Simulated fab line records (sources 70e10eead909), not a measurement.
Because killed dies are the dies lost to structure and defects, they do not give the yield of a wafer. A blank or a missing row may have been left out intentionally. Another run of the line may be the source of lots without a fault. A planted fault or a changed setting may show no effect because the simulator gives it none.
fab line records ; flow nand-harc
[record] lots = 13; wafers = 39; last-day = 32
route steps=1302 shown A_CHANNEL_FILL_D1@499 A_DECK1_JOINT@528 A_ONON_D2@549 END@1302
lots that met no fault: taken from a fault-free run of the same line
start-h: hours from the record's first day to the start of the lot's first wafer shown ; wait-h: time in hours since the lot's previous step ; " repeats the value in the row above ; L1.1+2: one row covering several wafers at once ; - value missing, or start not given ; * or withheld: withheld ; < > ~ a bound
route shown NAME@n: a module of which the file shows steps, and the number in the route of the first ; usual: mean and standard deviation over wafers with no fault ; same: alike in all rows ; chamber/n: place in a boat ; sites: readings site by site ; _std_site: the values' standard deviation ; _edge_site: outer sites' mean less inner sites' ; radius-mm: how far each site lies from the wafer's centre ; mask NAME#n: copy n ; behind: tool/chamber where the wafer was last shaped ; hold: what put the lot on hold/how long, in hours/how the hold closed ; device: transistor that didn't switch, given as n, p or np ; end of line: the tests these same wafers got at the end of their route ; for a step that has no rows: nothing shown but its recipe ; killed: not the wafer's yield, but the dies lost to structure and defects at the first sort ; map: per-die view of a wafer (x killed, . not killed, _ where there is no die)
set.NAME: setting as actually run; set.NAME@STEP: the setting as run at that earlier step ; model.NAME: the simulator's own value behind a step, which no gauge read
one table for each step of the route and one row for each wafer, over a sample of lots
services: from which hour (start-h, from the record's first day; less than 0 if before it) a tool's chamber was out of use, for how many hours, and why
[[steps]]
[step NHARC_A_CHANNEL_FILL_D1_ETCHBACK_19]
[recipe] target-depth-a = 50; time-s = 1.7; hbr-flow-sccm = 150; cl2-flow-sccm = 50; rf-w = 400; icp-w = 400; bias-w = 100; chemistry = HBr/Cl2
[usual] drypump-motor-current-A = 5.4/0.42; hbr-flow-sccm = 150.0/0.45; mfc-cl2-sccm = 49.98/0.15; oes-product-au = 1.004/0.012; throttle-valve-pct = 26.406/0.0089
lot.wafer;tool;chamber;start-h;wait-h;drypump-motor-current-A;hbr-flow-sccm;mfc-cl2-sccm;oes-product-au;rf-hours-counter-h;throttle-valve-pct
L195.1;rie-si-05;0;234.64;0.4;4.8;149.7;50.16;1.006;0.6;26.406
L195.5;rie-si-05;1;234.64;0.4;4.9;149.9;49.97;0.987;-;26.412
L195.6;rie-si-05;2;234.64;0.4;5.8;150.1;49.93;1.009;-;26.400
L197.4;rie-si-02;3;254.86;0.4;5.8;150.3;50.01;1.002;1.0;26.401
L197.2;rie-si-02;2;254.86;0.4;5.5;150.3;50.06;1.025;0.8;26.402
L197.5;rie-si-02;3;254.86;0.4;5.8;150.4;50.23;1.004;-;26.403
L196.1;rie-si-05;0;254.89;0.4;4.8;150.5;49.75;1.004;0.8;26.411
L196.6;rie-si-05;1;254.89;0.4;4.8;149.8;49.81;0.974;-;26.406
L196.5;rie-si-05;2;254.89;0.4;5.8;150.1;49.96;0.994;-;26.399
L198.4;rie-si-02;2;264.88;0.4;5.6;149.5;50.19;1.010;0.8;26.411
L198.2;rie-si-02;1;264.88;0.4;5.2;150.0;50.22;0.992;1.0;26.405
L198.5;rie-si-02;2;264.88;0.4;5.6;149.3;50.23;1.015;-;26.402
L199.4;rie-si-05;0;264.89;0.4;4.8;150.5;49.96;0.989;0.8;26.399
L199.3;rie-si-05;1;264.89;0.4;4.9;149.9;50.10;0.973;0.9;26.429
L199.6;rie-si-05;0;264.89;0.4;4.8;150.2;49.99;1.000;-;26.403
L203.2;rie-si-02;0;320.22;0.4;4.9;149.8;50.10;1.010;0.1;26.406
L203.3;rie-si-02;1;320.22;0.4;5.2;151.0;49.92;1.010;0.1;26.398
L203.4;rie-si-02;2;320.22;0.4;5.5;150.7;49.86;1.003;0.1;26.410
L204.1;rie-si-02;3;326.96;0.4;5.8;149.4;50.07;1.014;0.1;26.418
L204.4;rie-si-02;0;326.96;0.4;4.9;150.2;50.01;0.998;0.2;26.400
L204.5;rie-si-02;1;326.96;0.4;5.2;150.0;50.36;1.006;-;26.405
L205.1;rie-si-03;3;326.98;0.4;6.2;150.9;49.88;1.012;0.6;26.387
L205.2;rie-si-03;0;326.98;0.4;5.7;149.9;49.80;0.998;0.7;26.401
L205.5;rie-si-03;1;326.98;0.4;5.7;150.7;49.94;1.002;-;26.382
L206.2;rie-si-02;2;336.23;0.4;5.5;150.0;49.82;1.006;0.2;26.405
L206.1;rie-si-02;3;336.23;0.4;5.8;150.8;50.00;1.020;0.2;26.412
L206.3;rie-si-02;0;336.23;0.4;4.9;150.3;49.95;0.994;0.2;26.398
L211.1;rie-si-02;2;388.04;0.4;5.5;150.2;49.83;1.006;0.7;26.406
L211.4;rie-si-02;3;388.04;0.4;5.8;149.9;50.08;1.024;0.6;26.402
L211.2;rie-si-02;0;388.04;0.4;4.9;150.0;49.79;1.003;0.6;26.394
L210.3;rie-si-03;3;388.05;0.4;6.1;150.1;49.98;1.014;1.0;26.397
L210.1;rie-si-03;0;388.05;0.4;5.7;150.2;49.84;1.002;0.9;26.422
L210.5;rie-si-03;2;388.05;0.4;5.2;150.5;49.92;1.005;-;26.401
L212.1;rie-si-03;0;394.57;0.4;5.7;150.2;49.90;0.995;1.0;26.407
L212.3;rie-si-03;1;394.57;0.4;5.7;148.8;49.93;0.995;1.1;26.393
L212.5;rie-si-03;0;394.57;0.4;5.7;150.3;49.95;1.000;-;26.399
L213.1;rie-si-03;2;427.72;0.4;5.2;149.9;50.05;1.015;0.1;26.408
L213.4;rie-si-03;0;427.72;0.4;5.7;150.3;50.15;1.025;0.1;26.416
L213.5;rie-si-03;2;427.72;0.4;5.2;150.0;49.94;1.004;-;26.414
[step NHARC_A_DECK1_JOINT_THK_MEAS_14]
[recipe] thk-meas-gauge = ellipsometry
[usual] thk-nm = 51.4/1.6
lot.wafer;tool;chamber;start-h;wait-h;thk-nm
L195.1;film-metro-02;-;269.00;0.2;50.2
L195.5;film-metro-02;-;269.00;0.2;50.3
L195.6;film-metro-02;-;269.00;0.2;49.6
L196.1;film-metro-01;-;289.27;0.2;50.3
L196.5;film-metro-01;-;289.27;0.2;51.0
L196.6;film-metro-01;-;289.27;0.2;52.9
L197.2;film-metro-02;-;289.27;0.2;53.3
L197.4;film-metro-02;-;289.27;0.2;52.4
L197.5;film-metro-02;-;289.27;0.2;49.8
L198.2;film-metro-01;-;299.38;0.2;50.3
L198.4;film-metro-01;-;299.38;0.2;51.0
L198.5;film-metro-01;-;299.38;0.2;51.2
L199.3;film-metro-02;-;299.38;0.2;51.0
L199.4;film-metro-02;-;299.38;0.2;49.6
L199.6;film-metro-02;-;299.38;0.2;52.6
L203.2;film-metro-02;-;356.01;0.2;52.7
L203.3;film-metro-02;-;356.01;0.2;52.3
L203.4;film-metro-02;-;356.01;0.2;49.1
L205.1;film-metro-02;-;361.18;0.2;52.7
L205.2;film-metro-02;-;361.18;0.2;49.7
L205.5;film-metro-02;-;361.18;0.2;52.7
L204.1;film-metro-01;-;367.59;0.2;50.2
L204.4;film-metro-01;-;367.59;0.2;50.3
L204.5;film-metro-01;-;367.59;0.2;53.8
L206.1;film-metro-01;-;374.10;0.2;53.1
L206.2;film-metro-01;-;374.10;0.2;51.0
L206.3;film-metro-01;-;374.10;0.2;54.0
L211.1;film-metro-02;-;422.33;0.2;51.8
L211.2;film-metro-02;-;422.33;0.2;51.8
L211.4;film-metro-02;-;422.33;0.2;52.7
L210.1;film-metro-01;-;426.09;0.2;51.8
L210.3;film-metro-01;-;426.09;0.2;50.9
L210.5;film-metro-01;-;426.09;0.2;51.4
L212.1;film-metro-02;-;429.78;0.2;52.7
L212.3;film-metro-02;-;429.78;0.2;52.2
L212.5;film-metro-02;-;429.78;0.2;53.0
L213.1;film-metro-01;-;462.15;0.2;49.3
L213.4;film-metro-01;-;462.15;0.2;52.7
L213.5;film-metro-01;-;462.15;0.2;52.0
[step NHARC_A_ONON_D2_DEP_06]
[recipe] target-thk-a = 10000; n2-flow-sccm = 2750; n2o-flow-sccm = 2000; nh3-flow-sccm = 500; sih4-flow-sccm = 210; temp-c = 400
lot.wafer;tool;chamber;start-h;wait-h
L195.1+5+6;pecvd-onon-01;0;292.50;0.1
L197.2+4+5;pecvd-onon-01;0;315.47;0.1
L196.1+5+6;pecvd-onon-03;0;315.67;0.2
L198.2+4+5;pecvd-onon-03;0;321.35;0.1
L199.3+4+6;pecvd-onon-01;0;321.39;0.2
L203.2+3+4;pecvd-onon-03;0;380.17;0.1
L205.1+2+5;pecvd-onon-01;0;385.25;0.1
L204.1+4+5;pecvd-onon-01;0;395.27;0.1
L206.1+2+3;pecvd-onon-03;0;403.30;0.1
L211.1+2+4;pecvd-onon-04;0;447.22;0.1
L210.1+3+5;pecvd-onon-01;0;449.79;0.1
L212.1+3+5;pecvd-onon-03;0;455.01;0.1
L213.1+4+5;pecvd-onon-03;0;484.53;0.1
[step NHARC_A_ONON_D2_THK_MEAS_08]
[recipe] thk-meas-gauge = ellipsometry
[usual] thk-nm = 997/11
lot.wafer;tool;chamber;start-h;wait-h;thk-nm
L195.1;film-metro-02;-;293.01;-;993
L195.5;film-metro-02;-;293.01;-;992
L195.6;film-metro-02;-;293.01;-;992
L197.2;film-metro-01;-;315.92;-;1029
L197.4;film-metro-01;-;315.92;-;1029
L197.5;film-metro-01;-;315.92;-;1030
L196.1;film-metro-01;-;316.19;-;1006
L196.5;film-metro-01;-;316.19;-;1005
L196.6;film-metro-01;-;316.19;-;1003
L199.3;film-metro-01;-;321.79;-;1000
L199.4;film-metro-01;-;321.79;-;1003
L199.6;film-metro-01;-;321.79;-;999
L198.2;film-metro-02;-;321.81;-;999
L198.4;film-metro-02;-;321.81;-;999
L198.5;film-metro-02;-;321.81;-;1000
L203.2;film-metro-01;-;380.63;-;991
L203.3;film-metro-01;-;380.63;-;990
L203.4;film-metro-01;-;380.63;-;992
L205.1;film-metro-01;-;385.75;-;1009
L205.2;film-metro-01;-;385.75;-;1010
L205.5;film-metro-01;-;385.75;-;1011
L204.1;film-metro-02;-;395.78;-;1011
L204.4;film-metro-02;-;395.78;-;1012
L204.5;film-metro-02;-;395.78;-;1011
L206.1;film-metro-02;-;403.82;-;977
L206.2;film-metro-02;-;403.82;-;978
L206.3;film-metro-02;-;403.82;-;977
L211.1;film-metro-01;-;447.73;-;1007
L211.2;film-metro-01;-;447.73;-;1007
L211.4;film-metro-01;-;447.73;-;1006
L210.1;film-metro-02;-;450.30;-;1002
L210.3;film-metro-02;-;450.30;-;1004
L210.5;film-metro-02;-;450.30;-;1002
L212.1;film-metro-01;-;455.52;-;566
L212.3;film-metro-01;-;455.52;-;566
L212.5;film-metro-01;-;455.52;-;566
L213.1;film-metro-01;-;485.04;-;576
L213.4;film-metro-01;-;485.04;-;578
L213.5;film-metro-01;-;485.04;-;577
[step NHARC_END_SORT_01]
[recipe] temp-c = 25
[usual] killed-at-array = 59/21; killed-at-other = 1.0/1.1; killed-at-periphery = 4.0/2.6; killed-dies = 64/21; killed-open = 3.2/1.7; killed-short = 2.5/1.5
[same] gross-dies = 677
lot.wafer;tool;chamber;start-h;wait-h;killed-at-array;killed-at-other;killed-at-periphery;killed-dies;killed-open;killed-short
L212.1;prober-02;0;764.97;2.5;673;0;4;677;4;5
L212.3;prober-02;0;766.56;3.1;677;0;0;677;1;1
L212.5;prober-02;0;768.15;3.7;671;2;4;677;5;5
L213.1;prober-02;0;774.18;2.5;672;0;5;677;4;1
L213.4;prober-02;0;776.58;3.4;670;4;3;677;4;1
L213.5;prober-02;0;777.39;3.7;674;1;2;677;3;1
// killed by level:class
L212.1 A_ONON_D2:area-dep=610 A_CHANNEL_HOLE_D2:chamber-film-flake=27 A_CHANNEL_HOLE_D1:chamber-film-flake=11 A_CONTACT:chamber-film-flake=6 A_SLIT:chamber-film-flake=5 A_STAIRCASE:chamber-film-flake=3 P_M0:geometric-particle:short=1 P_M2:geometric-particle:open=1
L212.3 A_ONON_D2:area-dep=615 A_CHANNEL_HOLE_D2:chamber-film-flake=30 A_CHANNEL_HOLE_D1:chamber-film-flake=12 A_CONTACT:chamber-film-flake=7 A_SLIT:chamber-film-flake=5 A_STAIRCASE:chamber-film-flake=3 A_CHANNEL_FILL_D1:chamber-film-flake=2 A_CHANNEL_HOLE_D1:geometric-particle:short=1
L212.5 A_ONON_D2:area-dep=615 A_CHANNEL_HOLE_D2:chamber-film-flake=20 A_CONTACT:chamber-film-flake=9 A_CHANNEL_HOLE_D1:chamber-film-flake=8 A_SLIT:chamber-film-flake=7 THIN_TSV:chamber-film-flake=2 P_GATE:geometric-particle:open=1 P_GATE:geometric-particle:short=1
L213.1 A_ONON_D2:area-dep=633 A_SLIT:chamber-film-flake=30 A_CONTACT:chamber-film-flake=4 A_CHANNEL_HOLE_D2:chamber-film-flake=2 P_STI:geometric-particle:short=1 P_M0:geometric-particle:open=1 P_M1:geometric-particle:open=1 A_ONON_D1:geometric-particle:open=1
L213.4 A_ONON_D2:area-dep=624 A_SLIT:chamber-film-flake=33 A_STAIRCASE:chamber-film-flake=7 A_CONTACT:chamber-film-flake=3 THIN_TSV:chamber-film-flake=3 P_CONTACT:geometric-particle:short=1 P_M0:geometric-particle:open=1 A_SOURCE_PLATE:geometric-particle:open=1
L213.5 A_ONON_D2:area-dep=627 A_SLIT:chamber-film-flake=34 A_CHANNEL_FILL_D1:chamber-film-flake=3 A_CHANNEL_HOLE_D1:chamber-film-flake=2 A_STAIRCASE:chamber-film-flake=2 A_CONTACT:chamber-film-flake=2 P_GATE:geometric-particle:open=1 A_SGD_CUT:geometric-particle:open=1
[[services]]
tool;chamber;start-h;hours;kind
rie-si-05;2;210.72;14.2;repair
rie-si-03;-;221.00;9.0;pm
pecvd-onon-03;-;227.04;13.0;pm
rie-si-02;3;258.60;4.8;repair
pecvd-onon-01;-;269.13;13.0;pm
rie-si-02;-;277.00;9.0;pm
rie-si-02;0;277.00;9.0;vent-cycle
rie-si-02;1;277.00;9.0;vent-cycle
rie-si-05;2;294.10;36.0;repair
rie-si-05;-;305.09;9.0;pm
pecvd-onon-04;-;311.05;13.0;pm
rie-si-03;1;387.33;1.4;repair
rie-si-05;-;387.71;0.4;repair
rie-si-05;2;393.15;1.6;repair
rie-si-03;-;398.00;9.0;pm
pecvd-onon-03;-;408.04;13.0;pm
rie-si-05;-;410.12;0.1;repair
rie-si-02;0;417.16;7.2;repair
rie-si-05;-;425.09;0.7;repair
pecvd-onon-03;-;441.47;8.5;repair
pecvd-onon-01;-;450.14;13.0;pm
rie-si-02;-;454.00;9.0;pm
rie-si-05;1;456.33;5.3;repair
rie-si-05;-;482.09;9.0;pm
[[key]]
[first-sign] step = NHARC_A_ONON_D2_THK_MEAS_08; reading = thk-nm; direction = down; sigmas = 37; usual = 997; struck = 571
[effect] step = NHARC_END_SORT_01; reading = killed-at-array; direction = up; sigmas = 29; usual = 59; struck = 673
[more-kills-born-at] NHARC_A_ONON_D2_DEP_06@pecvd-onon-03 = 3724
met-at NHARC_A_ONON_D2_DEP_06
struck-lots L212,L213
struck-wafers L212.1,L212.3,L212.5,L213.1,L213.4,L213.5
later-rows-left-out L212.1,L212.3,L212.5,L213.1,L213.4,L213.5
tester-left-out L212,L213
not-acting-at NHARC_A_CHANNEL_FILL_D1_ETCHBACK_19,NHARC_A_DECK1_JOINT_THK_MEAS_14
onset-between 403.30 455.01
also-fits time
[fault] kind = process-parameter-drift; tool = pecvd-onon-03; chamber = 0; onset-h = 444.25; steps = NHARC_A_ONON_D2_DEP_06; channel = target-thk-a; offset = *; shape = step; end-h = 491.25; acts-in = *; stated = *
// tester-left-out: of these lots the tester's yield and bins aren't shown, on N5 and GAA mostly nor the transistor test; their killed dies are dies lost to structure and defects alone, not to doping, threshold or leakage, so they don't give the yield
// later-rows-left-out: the simulator's readings of these wafers behind a module that went badly wrong aren't trusted and aren't shown, but for the sort
